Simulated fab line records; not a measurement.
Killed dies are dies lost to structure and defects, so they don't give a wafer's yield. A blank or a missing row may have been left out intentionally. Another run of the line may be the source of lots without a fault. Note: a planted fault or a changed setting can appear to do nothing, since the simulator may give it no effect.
fab line records ; flow nand-harc ; part 1 of 2: steps 1 to 28 of 35
record: lots: 5; wafers: 15; last-day: 23
route steps=1159 shown A_WL_FILL@827 A_CONTACT@840
lots untouched by any fault: they come from a run of this same line in which no faults occurred
start-h: hours from the record's opening day to when the first of the lot's shown wafers began ; wait-h: time in hours since the lot's previous step ; " the same as in the row above ; L1.1+2: a row that stands for several wafers ; - no value, or no start given ; * or withheld: withheld ; < > ~ a bound
route shown NAME@n: a module of which the file shows steps, and the number in the route of the first ; usual: average and standard deviation across the fault-free wafers ; same: alike in all rows ; chamber/n: place in a boat ; sites: each site's reading ; _std_site: the values' standard deviation ; _edge_site: mean of outer sites minus mean of inner sites ; radius-mm: how far each site lies from the wafer's centre ; mask NAME#n: copy n ; behind: the tool/chamber that last shaped the wafer ; hold: why the lot was held/for how many hours/how that ended ; device: which transistor (n, p or np) failed to switch ; end of line: tests of these same wafers at the route's end ; where a step has no rows: the recipe by itself ; killed: count of dies lost to structure and defects at first sort (not the wafer's yield) ; map: a wafer's dies, x killed, . not, _ none there
set.NAME: the setting that was run; set.NAME@STEP: the one run at that earlier step ; model.NAME: the simulator's own value behind a step, which no gauge read
a table for each step, a row for each wafer; lots at some steps of the route
services: from which hour (start-h, from the record's first day; less than 0 if before it) a tool's chamber was out of use, for how many hours, and why
== steps ==
step: NHARC_A_WL_FILL_SRD_21
lot.wafer;tool;chamber;start-h;wait-h
L076.1+5+4;wet-bench-05;2,3,4;359.86;0.0
L075.6+4+1;wet-bench-05;4,7,1;360.78;0.0
L085.5+1+6;wet-bench-07;6,0,2;410.51;0.0
L092.1+5+4;wet-bench-09;6,0,1;456.71;0.0
L093.1+6+4;wet-bench-09;7,0,3;456.76;0.0
step: NHARC_A_WL_FILL_CVD_23
recipe: target-thk-a: 400; temp-c: 620; pressure-mtorr: 200; time-s: 800; material: poly-Si
usual: tube-center-temp-C: 620/0.055
lot.wafer;tool;chamber;start-h;wait-h;tube-center-temp-C
L075.1;lpcvd-poly-03;0;362.28;-;620.01
L075.4;lpcvd-poly-03;0;362.28;-;619.98
L075.6;lpcvd-poly-03;0;362.28;-;620.04
L076.1;lpcvd-poly-03;0;362.28;2.4;620
L076.4;lpcvd-poly-03;0;362.28;2.4;620.12
L076.5;lpcvd-poly-03;0;362.28;2.4;619.95
L085.1;lpcvd-poly-04;0;412.76;2.3;619.83
L085.5;lpcvd-poly-04;0;412.76;2.3;619.94
L085.6;lpcvd-poly-04;0;412.76;2.3;620.01
L092.1;lpcvd-poly-03;0;459.13;2.4;620.01
L092.4;lpcvd-poly-03;0;459.13;2.4;620.03
L092.5;lpcvd-poly-03;0;459.13;2.4;620
L093.1;lpcvd-poly-03;0;459.13;2.4;619.96
L093.4;lpcvd-poly-03;0;459.13;2.4;620.04
L093.6;lpcvd-poly-03;0;459.13;2.4;620.05
step: NHARC_A_WL_FILL_ETCHBACK_26
recipe: target-depth-a: 520; time-s: 13.3; hbr-flow-sccm: 150; rf-w: 350; icp-w: 350; bias-w: 60; chemistry: HBr
usual: drypump-motor-current-A: 5.9/0.58; oes-product-au: 0.998/0.011; throttle-valve-pct: 23.265/0.0082
lot.wafer;tool;chamber;start-h;wait-h;drypump-motor-current-A;oes-product-au;rf-hours-counter-h;throttle-valve-pct
L076.4;rie-si-03;0;364.86;0.4;6.7;0.997;0.1;23.265
L076.1;rie-si-03;1;364.86;0.4;5.5;0.994;0.1;23.289
L076.5;rie-si-03;3;364.86;0.4;6.9;0.998;-;23.271
L075.1;rie-si-04;3;364.88;0.4;5.5;0.990;0.5;23.256
L075.4;rie-si-04;0;364.88;0.4;4.9;1.003;0.5;23.263
L075.6;rie-si-04;2;364.88;0.4;6.3;1.003;-;23.257
L085.1;rie-si-02;2;415.36;0.4;6.2;0.989;0.1;23.266
L085.6;rie-si-02;0;415.36;0.4;5.3;1.010;-;23.261
L085.5;rie-si-02;1;415.36;0.4;5.1;1.003;-;23.257
L092.1;rie-si-02;2;461.68;0.4;6.2;0.978;0.4;23.267
L092.4;rie-si-02;3;461.68;0.4;5.9;0.991;0.4;23.262
L092.5;rie-si-02;3;461.68;0.4;5.9;0.992;-;23.265
L093.4;rie-si-03;0;461.68;0.4;6.7;1.009;0.8;23.272
L093.1;rie-si-03;1;461.68;0.4;5.5;0.994;0.8;23.262
L093.6;rie-si-03;0;461.68;0.4;6.7;1.013;-;23.255
step: NHARC_A_WL_FILL_PRECLEAN_30
recipe: time-s: 10; chemistry: dHF
lot.wafer;tool;chamber;start-h;wait-h
L076.4+1+5;wet-bench-07;0,2,5;364.99;0.1
L075.1+4+6;wet-bench-05;2,3,6;365.00;0.1
L085.5+6+1;wet-bench-07;7,3,4;415.47;0.1
L092.4+5+1;wet-bench-09;5,7,1;461.82;0.1
L093.6+1+4;wet-bench-05;6,7,1;461.83;0.1
step: NHARC_A_WL_FILL_SRD_14
lot.wafer;tool;chamber;start-h;wait-h
L075.1+4+6;wet-bench-05;2,3,6;365.02;0.0
L076.4+1+5;wet-bench-07;0,2,5;365.02;0.0
L085.5+6+1;wet-bench-07;7,3,4;415.50;0.0
L092.4+5+1;wet-bench-09;5,7,1;461.84;0.0
L093.6+1+4;wet-bench-05;6,7,1;461.84;0.0
step: NHARC_A_WL_FILL_ALD_19
recipe: target-thk-a: 20; pulse-time-s: 3; ald-cycles: 100; temp-c: 450; material: TiN
usual: heater-power-w: 1036/130; precursor-pulse-height-rel: 0.998/0.019; susceptor-temp-C: 450.01/0.24
same: pulse-time-s: 3
lot.wafer;tool;chamber;start-h;wait-h;heater-power-w;precursor-pulse-height-rel;susceptor-temp-C
L076.4;ald-metal-01;1;365.14;0.1;897;0.990;450.10
L076.1;ald-metal-01;2;365.14;0.1;1073;0.979;450.34
L076.5;ald-metal-01;1;365.14;0.1;857;0.990;450.57
L075.1;ald-metal-03;0;365.17;0.2;1266;0.966;450.36
L075.6;ald-metal-03;2;365.17;0.2;965;1.005;449.70
L075.4;ald-metal-03;3;365.17;0.2;1054;1.017;449.89
L085.1;ald-metal-01;2;415.64;0.1;1083;1.011;449.82
L085.5;ald-metal-01;0;415.64;0.1;995;0.964;449.62
L085.6;ald-metal-01;1;415.64;0.1;854;0.987;449.91
L093.1;ald-metal-03;2;461.94;0.1;973;1.015;449.90
L093.4;ald-metal-03;1;461.94;0.1;987;1.008;450.04
L093.6;ald-metal-03;3;461.94;0.1;1066;0.990;450.20
L092.1;ald-metal-02;2;461.96;0.1;1033;1.004;450.17
L092.4;ald-metal-02;0;461.96;0.1;881;0.975;450.13
L092.5;ald-metal-02;2;461.96;0.1;1048;0.990;450.21
step: NHARC_A_WL_FILL_CVD_20
recipe: target-thk-a: 750; temp-c: 300; pressure-torr: 40; wf6-flow-sccm: 40; h2-flow-sccm: 1600; ar-flow-sccm: 1560; time-s: 5064; material: W
usual: heater-power-w: 477/53; susceptor-temp-C: 300.01/0.17; throttle-valve-pct: 7.7/0.36
lot.wafer;tool;chamber;start-h;wait-h;heater-power-w;susceptor-temp-C;throttle-valve-pct
L075.1;cvd-w-02;0;-;-;492;300.47;7.8
L075.4;cvd-w-02;0;-;-;480;300.38;8.1
L075.6;cvd-w-02;0;-;-;483;300.44;8.2
L076.1;cvd-w-01;1;-;-;454;299.75;8.1
L076.4;cvd-w-01;0;-;-;582;299.89;7.3
L076.5;cvd-w-01;0;-;-;576;300.09;7.4
L085.1;cvd-w-01;1;-;-;456;-;8.3
L085.6;cvd-w-01;0;-;-;578;-;7.5
L085.5;cvd-w-01;1;-;-;451;-;8.2
L093.1;cvd-w-02;1;-;-;438;299.95;7.2
L093.4;cvd-w-02;1;-;-;438;299.96;7.5
L093.6;cvd-w-02;1;-;-;433;300.03;7.4
L092.1;cvd-w-01;1;-;-;465;299.86;8.0
L092.4;cvd-w-01;1;-;-;445;300.05;8.3
L092.5;cvd-w-01;0;-;-;574;299.97;7.5
step: NHARC_A_WL_FILL_CMP_12
recipe: t-overpolish-s: 30; target-thk-nm: 75
usual: edge-zone-pressure-frac: 1.001/0.0054; motor-current-A: 11.7/1.2; overpolish-run-s: 29.999/0.0088; time-to-endpoint-s: 15.3/2.6
lot.wafer;tool;chamber;start-h;wait-h;edge-zone-pressure-frac;motor-current-A;overpolish-run-s;time-to-endpoint-s
L076.1;cmp-02;1;370.98;3.6;0.988;11.4;30.016;19.5
L076.4;cmp-02;2;370.98;3.6;1.006;13.0;29.984;14.0
L076.5;cmp-02;1;370.98;3.6;0.995;11.5;30.003;17.2
L075.1;cmp-04;0;371.40;4.4;1.005;12.2;29.990;13.9
L075.4;cmp-04;1;371.40;4.4;0.995;11.9;30.004;17.1
L075.6;cmp-04;3;371.40;4.4;0.989;12.1;30.007;14.0
L085.1;cmp-04;1;421.09;3.6;1.001;11.6;29.988;18.3
L085.6;cmp-04;2;421.09;3.6;0.999;10.1;29.992;17.5
L085.5;cmp-04;3;421.09;3.6;1.001;12.2;29.999;17.2
L092.1;cmp-04;3;476.72;4.4;1.009;12.6;30.008;13.2
L092.4;cmp-04;0;476.72;4.4;1.005;11.6;30.010;15.4
L092.5;cmp-04;1;476.72;4.4;1.005;11.2;29.995;15.2
L093.1;cmp-01;1;480.63;7.9;1.015;12.8;29.988;16.4
L093.4;cmp-01;3;480.63;7.9;0.991;13.8;29.999;13.5
L093.6;cmp-01;2;480.63;7.9;1.005;11.8;29.986;12.7
step: NHARC_A_WL_FILL_SRD_31
lot.wafer;tool;chamber;start-h;wait-h
L076.5+4+1;wet-bench-09;2,3,6;371.28;0.0
L075.4+6+1;wet-bench-07;4,6,0;371.68;0.0
L085.5+1+6;wet-bench-09;6,0,3;421.34;0.0
L092.5+1+4;wet-bench-05;0,3,5;476.99;0.0
L093.1+6+4;wet-bench-09;7,0,1;480.96;0.0
step: NHARC_A_WL_FILL_INSPECT_15
usual: raw-defect-count: 377/140
lot.wafer;tool;chamber;start-h;wait-h;raw-defect-count
L076.1;defect-inspect-02;-;371.45;0.1;382
L076.4;defect-inspect-02;-;371.45;0.1;425
L076.5;defect-inspect-02;-;371.45;0.1;376
L075.1;defect-inspect-01;-;371.82;0.0;388
L075.4;defect-inspect-01;-;371.82;0.0;245
L075.6;defect-inspect-01;-;371.82;0.0;438
L085.1;defect-inspect-01;-;421.50;0.0;339
L085.5;defect-inspect-01;-;421.50;0.0;263
L085.6;defect-inspect-01;-;421.50;0.0;235
L092.1;defect-inspect-02;-;477.14;0.1;332
L092.4;defect-inspect-02;-;477.14;0.1;469
L092.5;defect-inspect-02;-;477.14;0.1;354
L093.1;defect-inspect-02;-;481.10;0.0;361
L093.4;defect-inspect-02;-;481.10;0.0;368
L093.6;defect-inspect-02;-;481.10;0.0;343
step: NHARC_A_CONTACT_DEP_24
recipe: target-thk-a: 5000; temp-c: 400; pressure-torr: 6.5; rf-w: 900; teos-flow-sccm: 161.4; flow-sccm: 2650; target-thk-nm: 500; gas: O2; material: SiO2
usual: heater-power-w: 601/150; susceptor-temp-C: 400.01/0.21; throttle-valve-pct: 15.7/0.44
lot.wafer;tool;chamber;start-h;wait-h;heater-power-w;susceptor-temp-C;throttle-valve-pct
L076.1;pecvd-01;2;371.58;0.1;629;399.67;15.4
L076.4;pecvd-01;2;371.58;0.1;650;399.90;15.4
L076.5;pecvd-01;0;371.58;0.1;576;400.36;17.0
L075.1;pecvd-03;2;371.89;0.1;921;400.01;15.6
L075.6;pecvd-03;2;371.89;0.1;720;400.18;15.8
L075.4;pecvd-03;0;371.89;0.1;392;400.15;15.1
L085.1;pecvd-03;2;421.69;0.2;886;400.05;15.9
L085.6;pecvd-03;0;421.69;0.2;396;400.20;15.3
L085.5;pecvd-03;2;421.69;0.2;901;400.16;15.6
L092.1;pecvd-01;2;477.20;0.1;616;400.08;15.3
L092.4;pecvd-01;2;477.20;0.1;648;400.09;15.3
L092.5;pecvd-01;0;477.20;0.1;474;400.03;16.4
L093.1;pecvd-02;0;481.35;0.2;700;400.20;15.3
L093.4;pecvd-02;1;481.35;0.2;563;399.54;15.8
L093.6;pecvd-02;2;481.35;0.2;346;399.54;15.7
step: NHARC_A_CONTACT_DEP_28
recipe: target-thk-a: 36000; temp-c: 400; material: aC
usual: susceptor-temp-C: 400.02/0.21; throttle-valve-pct: 34.999/0.0092
lot.wafer;tool;chamber;start-h;wait-h;susceptor-temp-C;throttle-valve-pct
L076.1;acl-dep-01;0;372.13;0.1;-;34.986
L076.4;acl-dep-01;0;373.21;1.1;-;35.010
L076.5;acl-dep-01;0;373.21;1.1;-;34.979
L075.1;acl-dep-02;0;373.12;0.7;-;34.998
L075.4;acl-dep-02;0;374.22;1.8;-;34.993
L075.6;acl-dep-02;0;374.22;1.8;-;34.988
L085.1;acl-dep-03;0;423.18;1.1;399.90;35.004
L085.5;acl-dep-03;0;424.66;2.5;400.43;35.002
L085.6;acl-dep-03;0;424.66;2.5;400.05;34.992
L092.1;acl-dep-03;0;477.99;0.1;-;34.991
L092.4;acl-dep-03;0;479.08;1.1;-;35.021
L092.5;acl-dep-03;0;479.08;1.1;-;35.012
L093.1;acl-dep-03;0;481.83;0.1;399.92;34.994
L093.4;acl-dep-03;0;482.93;1.2;400.04;35.009
L093.6;acl-dep-03;0;482.93;1.2;399.90;35.000
step: NHARC_A_CONTACT_DEP_29
recipe: target-thk-a: 700; target-thk-nm: 70; temp-c: 400; pressure-torr: 3.5; flow-sccm: 200; rf-w: 350; material: SiON
usual: heater-power-w: 762/150; susceptor-temp-C: 400.03/0.23
lot.wafer;tool;chamber;start-h;wait-h;heater-power-w;susceptor-temp-C
L076.1;pecvd-02;2;374.37;1.9;527;399.68
L076.4;pecvd-02;0;374.37;1.9;829;399.81
L076.5;pecvd-02;2;374.37;1.9;535;400.08
L075.1;pecvd-01;1;375.39;1.9;952;399.66
L075.4;pecvd-01;2;375.39;1.9;861;400.24
L075.6;pecvd-01;0;375.39;1.9;729;400.17
L085.1;pecvd-02;1;425.48;1.9;714;400.15
L085.5;pecvd-02;2;425.48;1.9;531;400.10
L085.6;pecvd-02;1;425.48;1.9;700;400.28
L092.1;pecvd-02;0;480.19;1.8;874;399.90
L092.4;pecvd-02;1;480.19;1.8;630;400.43
L092.5;pecvd-02;2;480.19;1.8;553;399.81
L093.1;pecvd-02;0;484.10;1.9;800;400.09
L093.6;pecvd-02;1;484.10;1.9;662;400.59
L093.4;pecvd-02;2;484.10;1.9;532;399.86
step: NHARC_A_CONTACT_DEHYDRATE_32
recipe: temp-c: 150; time-s: 120
lot.wafer;tool;chamber;start-h;wait-h
L076.1+4+5;litho-track-04;0;374.58;0.2
L075.1+4+6;litho-track-04;0;375.61;0.2
L085.1+5+6;litho-track-06;0;425.69;0.2
L092.1+4+5;litho-track-04;0;480.46;0.2
L093.1+4+6;litho-track-06;0;484.37;0.2
step: NHARC_A_CONTACT_HMDS_33
recipe: time-s: 30
lot.wafer;tool;chamber;start-h;wait-h
L076.1+4+5;litho-track-04;0;-;-
L075.1+4+6;litho-track-04;0;-;-
L085.1+5+6;litho-track-06;0;-;-
L092.1+4+5;litho-track-04;0;-;-
L093.1+4+6;litho-track-06;0;-;-
step: NHARC_A_CONTACT_COAT_34
recipe: temp-c: 260; time-s: 75
lot.wafer;tool;chamber;start-h;wait-h
L076.1+4+5;litho-track-04;0;-;-
L075.1+4+6;litho-track-04;0;-;-
L085.1+5+6;litho-track-06;0;-;-
L092.1+4+5;litho-track-04;0;-;-
L093.1+4+6;litho-track-06;0;-;-
step: NHARC_A_CONTACT_COAT_35
recipe: temp-c: 225; time-s: 65
lot.wafer;tool;chamber;start-h;wait-h
L076.1+4+5;litho-track-04;0;-;-
L075.1+4+6;litho-track-04;0;-;-
L085.1+5+6;litho-track-06;0;-;-
L092.1+4+5;litho-track-04;0;-;-
L093.1+4+6;litho-track-06;0;-;-
step: NHARC_A_CONTACT_COAT_36
recipe: spin-rpm: 1500; resist-thk-nm: 90
lot.wafer;tool;chamber;start-h;wait-h
L076.1+4+5;litho-track-04;0;-;-
L075.1+4+6;litho-track-04;0;-;-
L085.1+5+6;litho-track-06;0;-;-
L092.1+4+5;litho-track-04;0;-;-
L093.1+4+6;litho-track-06;0;-;-
step: NHARC_A_CONTACT_SOFTBAKE_37
recipe: temp-c: 105; time-s: 55
lot.wafer;tool;chamber;start-h;wait-h
L076.1+4+5;litho-track-04;0;-;-
L075.1+4+6;litho-track-04;0;-;-
L085.1+5+6;litho-track-06;0;-;-
L092.1+4+5;litho-track-04;0;-;-
L093.1+4+6;litho-track-06;0;-;-
step: NHARC_A_CONTACT_EBR_38
lot.wafer;tool;chamber;start-h;wait-h
L076.1+4+5;litho-track-04;0;-;-
L075.1+4+6;litho-track-04;0;-;-
L085.1+5+6;litho-track-06;0;-;-
L092.1+4+5;litho-track-04;0;-;-
L093.1+4+6;litho-track-06;0;-;-
step: NHARC_A_CONTACT_EXPOSE_39
recipe: na: 1.35; sigma-outer: 0.8; dose-mj: 58.79; mask-id: A_CC_3
lot.wafer;tool;chamber;start-h;wait-h;mask
L076.1+4+5;arfi-scanner-03;0;374.89;-;A_CC_3#0
L075.1+4+6;arfi-scanner-01;0;375.92;-;A_CC_3#0
L085.1+5+6;arfi-scanner-03;0;426.00;-;A_CC_3#0
L092.1+4+5;arfi-scanner-03;0;480.65;-;A_CC_3#0
L093.1+4+6;arfi-scanner-02;0;484.68;-;A_CC_3#0
step: NHARC_A_CONTACT_PEB_40
recipe: peb-temp-c: 100; peb-time-s: 65
same: peb-time-s: 65
lot.wafer;tool;chamber;start-h;wait-h
L076.1+4+5;litho-track-06;0;374.95;0.1
L075.1+4+6;litho-track-04;0;375.98;0.1
L085.1+5+6;litho-track-06;0;426.06;0.1
L092.1+4+5;litho-track-01;0;480.71;0.1
L093.1+4+6;litho-track-04;0;484.74;0.1
step: NHARC_A_CONTACT_DEVELOP_41
recipe: develop-time-s: 35; dev-temp-c: 23
lot.wafer;tool;chamber;start-h;wait-h
L076.1+4+5;litho-track-06;0;-;-
L075.1+4+6;litho-track-04;0;-;-
L085.1+5+6;litho-track-06;0;-;-
L092.1+4+5;litho-track-01;0;-;-
L093.1+4+6;litho-track-04;0;-;-
step: NHARC_A_CONTACT_CD_MEAS_42
recipe: target-cd-nm: 200; landing-energy-ev: 500
usual: cd-nm: 200.2/0.55
same: landing-energy-ev: 500
lot.wafer;tool;chamber;start-h;wait-h;cd-nm
L076.1;cd-sem-01;0;375.03;-;199.2
L076.4;cd-sem-01;0;375.03;-;199.5
L076.5;cd-sem-01;0;375.03;-;199.4
L075.1;cd-sem-01;0;376.06;-;200.3
L075.4;cd-sem-01;0;376.06;-;200.7
L075.6;cd-sem-01;0;376.06;-;200.4
L085.1;cd-sem-02;0;426.14;-;200.5
L085.5;cd-sem-02;0;426.14;-;199.5
L085.6;cd-sem-02;0;426.14;-;200.3
L092.1;cd-sem-01;0;480.79;-;200.6
L092.4;cd-sem-01;0;480.79;-;199.8
L092.5;cd-sem-01;0;480.79;-;200.6
L093.1;cd-sem-03;0;484.82;-;199.2
L093.4;cd-sem-03;0;484.82;-;199.6
L093.6;cd-sem-03;0;484.82;-;199.1
step: NHARC_A_CONTACT_OVL_MEAS_43
usual: overlay-x-nm: 0.2/0.8; overlay-y-nm: -0.3/0.71
lot.wafer;tool;chamber;start-h;wait-h;overlay-x-nm;overlay-y-nm
L076.1;overlay-01;-;375.12;-;-0.3;-0.2
L076.4;overlay-01;-;375.12;-;-0.1;-0.3
L076.5;overlay-01;-;375.12;-;0.2;-0.1
L075.1;overlay-02;-;376.14;-;0.6;0.3
L075.4;overlay-02;-;376.14;-;0.9;0.9
L075.6;overlay-02;-;376.14;-;0.8;0.5
L085.1;overlay-02;-;426.23;-;0.6;-0.9
L085.5;overlay-02;-;426.23;-;0.9;-1.3
L085.6;overlay-02;-;426.23;-;1.1;-1.5
L092.1;overlay-01;-;480.88;-;1.4;-0.3
L092.4;overlay-01;-;480.88;-;1.5;0.0
L092.5;overlay-01;-;480.88;-;1.6;-0.9
L093.1;overlay-02;-;484.91;-;0.0;-0.9
L093.4;overlay-02;-;484.91;-;0.1;0.0
L093.6;overlay-02;-;484.91;-;0.1;-0.2
step: NHARC_A_CONTACT_INSPECT_44
usual: raw-defect-count: 23/12
lot.wafer;tool;chamber;start-h;wait-h;raw-defect-count
L076.1;defect-inspect-02;-;375.16;0.0;18
L076.4;defect-inspect-02;-;375.16;0.0;16
L076.5;defect-inspect-02;-;375.16;0.0;14
L075.1;defect-inspect-02;-;376.18;0.0;21
L075.4;defect-inspect-02;-;376.18;0.0;21
L075.6;defect-inspect-02;-;376.18;0.0;27
L085.1;defect-inspect-02;-;426.27;0.0;5
L085.5;defect-inspect-02;-;426.27;0.0;9
L085.6;defect-inspect-02;-;426.27;0.0;11
L092.1;defect-inspect-02;-;480.92;0.0;26
L092.4;defect-inspect-02;-;480.92;0.0;26
L092.5;defect-inspect-02;-;480.92;0.0;24
L093.1;defect-inspect-01;-;484.95;0.0;27
L093.4;defect-inspect-01;-;484.95;0.0;30
L093.6;defect-inspect-01;-;484.95;0.0;27
step: NHARC_A_CONTACT_DESCUM_47
recipe: time-s: 3; o2-flow-sccm: 200; ar-flow-sccm: 0; bias-power-w: 0; chemistry: O2
usual: drypump-motor-current-A: 5.4/0.32; oes-product-au: 0.998/0.011; rf-vpp-V: 57.9/0.92; showerhead-plenum-p-Torr: 1.96/0.072; throttle-valve-pct: 11.312/0.0097
lot.wafer;tool;chamber;start-h;wait-h;drypump-motor-current-A;oes-product-au;rf-hours-counter-h;rf-vpp-V;showerhead-plenum-p-Torr;throttle-valve-pct
L076.1;rie-diel-07;3;375.24;0.1;5.6;0.995;25;58.2;2.03;11.314
L076.4;rie-diel-07;0;375.24;0.1;5.0;1.004;-;56.9;1.95;11.329
L076.5;rie-diel-07;3;375.24;0.1;5.6;0.987;-;60.2;2.03;11.322
L075.4;rie-diel-06;3;376.33;0.2;6.1;0.993;47;57.7;1.80;11.315
L075.1;rie-diel-06;0;376.33;0.2;5.7;0.981;51;56.0;1.80;11.294
L075.6;rie-diel-06;3;376.33;0.2;6.1;0.987;-;59.2;1.80;11.295
L085.1;rie-diel-07;0;426.35;0.1;5.1;1.017;4;57.8;1.95;11.305
L085.5;rie-diel-07;2;426.35;0.1;5.5;0.992;-;57.8;1.95;11.318
L085.6;rie-diel-07;3;426.35;0.1;5.6;0.996;-;59.0;2.03;11.322
L092.1;rie-diel-03;0;480.98;0.1;5.5;1.018;29;57.4;1.86;11.315
L092.4;rie-diel-03;3;480.98;0.1;5.5;0.991;27;59.1;2.05;11.319
L092.5;rie-diel-03;1;480.98;0.1;6.3;0.991;-;56.5;1.94;11.307
L093.1;rie-diel-07;2;485.04;0.1;5.5;0.990;15;58.0;1.95;11.328
L093.4;rie-diel-07;2;485.04;0.1;5.5;0.987;-;57.2;1.95;11.306
L093.6;rie-diel-07;1;485.04;0.1;5.5;1.009;-;56.7;2.02;11.303
step: NHARC_A_CONTACT_ETCH_48
recipe: target-depth-a: 390; over-etch-frac: 0.3; time-s: 65; ion-energy-ev: 80; cf4-flow-sccm: 150; ar-flow-sccm: 0; rf-w: 300; bias-w: 100; chemistry: CF4
usual: drypump-motor-current-A: 5.4/0.33; oes-product-au: 0.999/0.011; rf-vpp-V: 151.8/1.2; showerhead-plenum-p-Torr: 1.81/0.062; throttle-valve-pct: 13.284/0.0091
lot.wafer;tool;chamber;start-h;wait-h;drypump-motor-current-A;oes-product-au;rf-hours-counter-h;rf-vpp-V;showerhead-plenum-p-Torr;throttle-valve-pct
L076.1;rie-diel-07;3;375.38;0.1;5.6;0.979;26;153.3;1.87;13.288
L076.4;rie-diel-07;0;375.38;0.1;5.1;0.990;-;151.9;1.80;13.282
L076.5;rie-diel-07;3;375.38;0.1;5.6;0.977;-;150.7;1.87;13.292
L075.4;rie-diel-06;3;376.51;0.2;6.1;0.996;47;150.0;1.67;13.278
L075.1;rie-diel-06;0;376.51;0.2;5.6;0.993;51;149.5;1.67;13.274
L075.6;rie-diel-06;3;376.51;0.2;6.1;0.999;-;147.9;1.67;13.290
L085.1;rie-diel-07;2;426.43;0.1;5.4;0.983;3;151.5;1.80;13.283
L085.6;rie-diel-07;3;426.43;0.1;5.6;1.005;-;152.5;1.86;13.280
L085.5;rie-diel-07;0;426.43;0.1;5.1;1.004;-;150.9;1.80;13.304
L092.4;rie-diel-03;2;481.07;0.1;4.7;1.001;29;151.5;1.81;13.291
L092.1;rie-diel-03;3;481.07;0.1;5.5;0.988;28;153.0;1.88;13.276
L092.5;rie-diel-03;3;481.07;0.1;5.5;0.987;-;154.0;1.88;13.292
L093.1;rie-diel-07;0;485.16;0.1;5.1;1.024;16;150.7;1.80;13.304
L093.4;rie-diel-07;1;485.16;0.1;5.5;1.013;-;153.1;1.86;13.272
L093.6;rie-diel-07;2;485.16;0.1;5.4;0.984;-;150.9;1.80;13.292
